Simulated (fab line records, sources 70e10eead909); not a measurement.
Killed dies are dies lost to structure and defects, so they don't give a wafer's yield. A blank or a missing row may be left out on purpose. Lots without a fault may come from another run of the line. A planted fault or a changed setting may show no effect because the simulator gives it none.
Which tool did it? | flow nand_harc | 7 lots, 21 wafers sampled, at 4 steps of a route of 1159

WHAT THE GAUGES READ, wafer by wafer
NHARC_A_M0_CD_MEAS_16.
lot  | measured     | on        | cd_nm (nm)
L190 | day 18 00:26 | cd_sem-02 | 82.4 82.6 83.1
L193 | day 19 08:51 | cd_sem-01 | 82.5 82.0 83.5
L195 | day 19 14:21 | cd_sem-01 | 77.9 79.6 78.8
L198 | day 20 14:32 | cd_sem-03 | 79.4 79.8 80.1
L206 | day 22 06:13 | cd_sem-01 | 80.2 80.2 80.7
L207 | day 23 00:09 | cd_sem-01 | 80.2 80.5 80.6
L210 | day 23 08:22 | cd_sem-02 | 80.5 80.5 82.1

WHICH TOOL RAN EACH LOT (tool, then ch and the chambers of the sampled wafers, then the start)
lot  | NHARC_A_BLC_ETCH_18                           | NHARC_A_BLC_STRIP_22                | NHARC_A_BLC_PVD_32
L190 | rie_diel-06 ch 1,2,3, day 17 15:34 or earlier | wet_bench-06 ch 1,4,5, day 17 15:34 | pvd_sputter-03, day 18 00:26 or earlier
L193 | rie_diel-06 ch 1,2, day 19 02:39 or earlier   | wet_bench-06 ch 0,5,6, day 19 02:39 | pvd_sputter-03, day 19 08:51 or earlier
L195 | rie_diel-08 ch 1,2,3, day 19 11:17 or earlier | wet_bench-06 ch 3,4,6, day 19 11:17 | pvd_sputter-01, day 19 14:21 or earlier
L198 | rie_diel-06 ch 0,1, day 20 05:42 or earlier   | wet_bench-01 ch 0,4,7, day 20 05:42 | pvd_sputter-01, day 20 14:32 or earlier
L206 | rie_diel-06 ch 0,3, day 22 01:13 or earlier   | wet_bench-01 ch 1,3,7, day 22 01:13 | pvd_sputter-02, day 22 06:13 or earlier
L207 | rie_diel-02 ch 0,1,3, day 22 13:24 or earlier | wet_bench-02 ch 1,6,7, day 22 13:24 | pvd_sputter-02, day 23 00:09 or earlier
L210 | rie_diel-08 ch 0,2,3, day 23 05:19 or earlier | wet_bench-06 ch 0,4,5, day 23 05:19 | pvd_sputter-01, day 23 08:22 or earlier
- NHARC_A_BLC_ETCH_18: etches the open film in C4F8/O2/Ar, target depth 910 nm.
- NHARC_A_BLC_STRIP_22: strips in post etch residue remover, time 600 s.
- NHARC_A_BLC_PVD_32: deposits Ti, target thk 5 nm, time 17.7 s.

THE ANSWER, worked out from the rows above alone
Rule: what is usual is taken from the lots themselves. Put in order of their means at a reading, lots are off if they are a third of the lots or fewer, leave a main group of 4 or more, and stand apart from it by a gap of 3 or more times the standard deviation of the main group's means; of several such gaps the widest counts. A main group whose means are all the same, to the digits that the tables above print for the reading, isn't used. A lot without any number at a reading at which 4 lots or more have one is off too. The other lots that the step has rows for count as sound.
No lot is off at any reading shown: from this, nothing can be told.

WHAT THE SIMULATOR HAD PUT IN
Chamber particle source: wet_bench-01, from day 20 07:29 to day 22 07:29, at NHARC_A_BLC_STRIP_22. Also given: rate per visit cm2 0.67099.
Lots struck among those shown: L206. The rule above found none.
